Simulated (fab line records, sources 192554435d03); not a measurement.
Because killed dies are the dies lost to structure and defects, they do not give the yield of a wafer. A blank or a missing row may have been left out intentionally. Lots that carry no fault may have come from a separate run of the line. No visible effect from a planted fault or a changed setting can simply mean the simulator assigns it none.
Which tool was responsible? / flow n5-finfet / 24 wafers from 9 lots sampled at 4 of the route's 1938 steps

== WHAT THE GAUGES SHOWED, per wafer ==
N5_BEOL_M4_RC_MEAS_101.
lot=L199; measured=day 8 13:29; on=prober-01; VT_N_LVT (mV)=101 98 100
lot=L202; measured=day 8 17:46; on=prober-01; VT_N_LVT (mV)=97 97 103
lot=L209; measured=day 11 00:38; on=prober-02; VT_N_LVT (mV)=101 100 99
lot=L213; measured=day 11 22:59; on=prober-01; VT_N_LVT (mV)=60 60
lot=L214; measured=day 12 05:50; on=prober-01; VT_N_LVT (mV)=102 61
lot=L215; measured=day 12 04:27; on=prober-01; VT_N_LVT (mV)=99 101 97
lot=L217; measured=day 13 06:37; on=prober-02; VT_N_LVT (mV)=63 103
lot=L219; measured=day 13 08:35; on=prober-02; VT_N_LVT (mV)=101 98 97
lot=L220; measured=day 14 02:40; on=prober-01; VT_N_LVT (mV)=97 98 102

== TOOL THAT RAN EACH LOT (tool first, then ch and the chambers of the sampled wafers, then the start) ==
lot=L199; N5_HKMG_FIN_ALD_91=ald-metal-02 ch 0,1, day 4 19:31; N5_HKMG_FIN_STRIP_89=rie-diel-06 ch 0,1, day 4 19:55; N5_HKMG_FIN_ETCHBACK_68=rie-metal-01 ch 1, day 4 21:08
lot=L202; N5_HKMG_FIN_ALD_91=ald-metal-03 ch 0,1,2, day 5 11:34; N5_HKMG_FIN_STRIP_89=rie-diel-06 ch 0,2,3, day 5 12:01; N5_HKMG_FIN_ETCHBACK_68=rie-metal-01 ch 0,1, day 5 13:19
lot=L209; N5_HKMG_FIN_ALD_91=ald-metal-02 ch 0,2, day 7 03:40; N5_HKMG_FIN_STRIP_89=rie-diel-06 ch 0,1,2, day 7 04:04; N5_HKMG_FIN_ETCHBACK_68=rie-metal-03 ch 0,1, day 7 05:20
lot=L213; N5_HKMG_FIN_ALD_91=ald-metal-02 ch 3, day 8 03:19; N5_HKMG_FIN_STRIP_89=rie-diel-01 ch 0,1, day 8 03:43; N5_HKMG_FIN_ETCHBACK_68=rie-metal-02 ch 0,1, day 8 04:56
lot=L214; N5_HKMG_FIN_ALD_91=ald-metal-02 ch 1,2, day 8 13:07; N5_HKMG_FIN_STRIP_89=rie-diel-02 ch 2, day 8 13:32; N5_HKMG_FIN_ETCHBACK_68=rie-metal-02 ch 1, day 8 14:50
lot=L215; N5_HKMG_FIN_ALD_91=ald-metal-03 ch 0,2,3, day 8 15:25; N5_HKMG_FIN_STRIP_89=rie-diel-06 ch 0,2, day 8 15:49; N5_HKMG_FIN_ETCHBACK_68=rie-metal-03 ch 0,1, day 8 17:03
lot=L217; N5_HKMG_FIN_ALD_91=ald-metal-02 ch 0,2, day 9 08:37; N5_HKMG_FIN_STRIP_89=rie-diel-01 ch 0,1, day 9 09:01; N5_HKMG_FIN_ETCHBACK_68=rie-metal-02 ch 1, day 9 10:19
lot=L219; N5_HKMG_FIN_ALD_91=ald-metal-01 ch 0,1,3, day 9 16:02; N5_HKMG_FIN_STRIP_89=rie-diel-06 ch 2,3, day 9 16:26; N5_HKMG_FIN_ETCHBACK_68=rie-metal-01 ch 0,1, day 9 17:40
lot=L220; N5_HKMG_FIN_ALD_91=ald-metal-03 ch 1,2, day 9 21:16; N5_HKMG_FIN_STRIP_89=rie-diel-01 ch 0,1,3, day 9 21:40; N5_HKMG_FIN_ETCHBACK_68=rie-metal-01 ch 0,1, day 9 23:02
- N5_HKMG_FIN_ALD_91: deposits TiN, target thk 1 nm, pulse time 1 s, purge time 3 s.
- N5_HKMG_FIN_STRIP_89: strips SOC in N2/H2, time 20 s.
- N5_HKMG_FIN_ETCHBACK_68: etches the open film in Cl2/Ar, stops on HfO2, target depth 0.5 nm.

== THE ANSWER, worked out from the rows above alone ==
Rule: what is usual is taken from the lots themselves. The widest of any qualifying gaps counts: lots, ordered by their means at a reading, are off when they make up no more than a third of the lots, leave a main group of 4 or more, and stand apart from it by 3 or more times the standard deviation of that group's means. A main group is skipped when, at the precision printed for the reading in the tables above, its means are all equal. Also off: a lot with no number at a reading for which 4 or more lots have one. Any other lot the step has rows for is counted as sound.
Off: at N5_BEOL_M4_RC_MEAS_101 (VT_N_LVT), L213, L214, L217. The main group: mean 99 mV, standard deviation 0.46.
A tool fits if, at a process step before that reading, it ran every lot that is off, and no sound lot after the first of them. The gauges at N5_BEOL_M4_RC_MEAS_101 are tried like those tools. This does not decide it: 2 tools fit, namely ald-metal-02 at N5_HKMG_FIN_ALD_91 and rie-metal-02 at N5_HKMG_FIN_ETCHBACK_68.

== WHAT HAD BEEN PUT IN BY THE SIMULATOR ==
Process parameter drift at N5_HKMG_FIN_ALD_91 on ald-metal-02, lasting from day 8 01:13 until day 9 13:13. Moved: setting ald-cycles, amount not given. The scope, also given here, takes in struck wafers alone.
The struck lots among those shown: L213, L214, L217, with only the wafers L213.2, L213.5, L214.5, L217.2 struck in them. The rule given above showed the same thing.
